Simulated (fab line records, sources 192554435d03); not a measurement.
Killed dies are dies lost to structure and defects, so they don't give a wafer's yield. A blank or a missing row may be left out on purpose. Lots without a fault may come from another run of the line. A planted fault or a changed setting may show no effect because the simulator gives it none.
Which tool did it? | flow n5_finfet | 9 lots, 27 wafers sampled, at 2 steps of a route of 1938

WHAT THE GAUGES READ, wafer by wafer
N5_MOL_CONTACT_COAG_CD_MEAS_99: target cd 17.2 nm.
lot  | measured     | on        | cd_nm (nm)
L850 | day 5 04:49  | cd_sem-01 | 16.94 17.00 16.49
L852 | day 5 10:46  | cd_sem-03 | 17.43 17.38 17.07
L853 | day 5 16:08  | cd_sem-02 | 17.39 17.46 17.37
L862 | day 7 22:26  | cd_sem-01 | 17.10 17.09 16.93
L865 | day 8 15:10  | cd_sem-01 | 17.06 17.08 16.97
L866 | day 9 11:13  | cd_sem-01 | 17.23 16.89 17.57
L868 | day 9 18:50  | cd_sem-02 | 16.94 17.53 16.97
L870 | day 10 06:22 | cd_sem-03 | 17.10 17.04 16.81
L871 | day 10 15:27 | cd_sem-01 | 17.26 16.95 17.38

WHICH TOOL RAN EACH LOT (tool, then ch and the chambers of the sampled wafers, then the start)
lot  | N5_MOL_CONTACT_COAG_ETCH_110
L850 | rie_diel-01 ch 0,1, day 5 04:41
L852 | rie_diel-01 ch 0,1,3, day 5 10:38
L853 | rie_diel-05 ch 2,3, day 5 16:01
L862 | rie_diel-04 ch 1,2,3, day 7 22:19
L865 | rie_diel-04 ch 2,3, day 8 15:00
L866 | rie_diel-04 ch 0,2,3, day 9 11:06
L868 | rie_diel-04 ch 0,2,3, day 9 18:43
L870 | rie_diel-04 ch 1,2,3, day 10 06:16
L871 | rie_diel-05 ch 0,1, day 10 15:20
- N5_MOL_CONTACT_COAG_ETCH_110: etches Si in CF4/O2, target depth 2.5 nm, time 8 s.

THE ANSWER, worked out from the rows above alone
Rule: what is usual is taken from the lots themselves. Put in order of their means at a reading, lots are off if they are a third of the lots or fewer, leave a main group of 4 or more, and stand apart from it by a gap of 3 or more times the standard deviation of the main group's means; of several such gaps the widest counts. A main group whose means are all the same, to the digits that the tables above print for the reading, isn't used. A lot without any number at a reading at which 4 lots or more have one is off too. The other lots that the step has rows for count as sound.
No lot is off at any reading shown: from this, nothing can be told.

WHAT THE SIMULATOR HAD PUT IN
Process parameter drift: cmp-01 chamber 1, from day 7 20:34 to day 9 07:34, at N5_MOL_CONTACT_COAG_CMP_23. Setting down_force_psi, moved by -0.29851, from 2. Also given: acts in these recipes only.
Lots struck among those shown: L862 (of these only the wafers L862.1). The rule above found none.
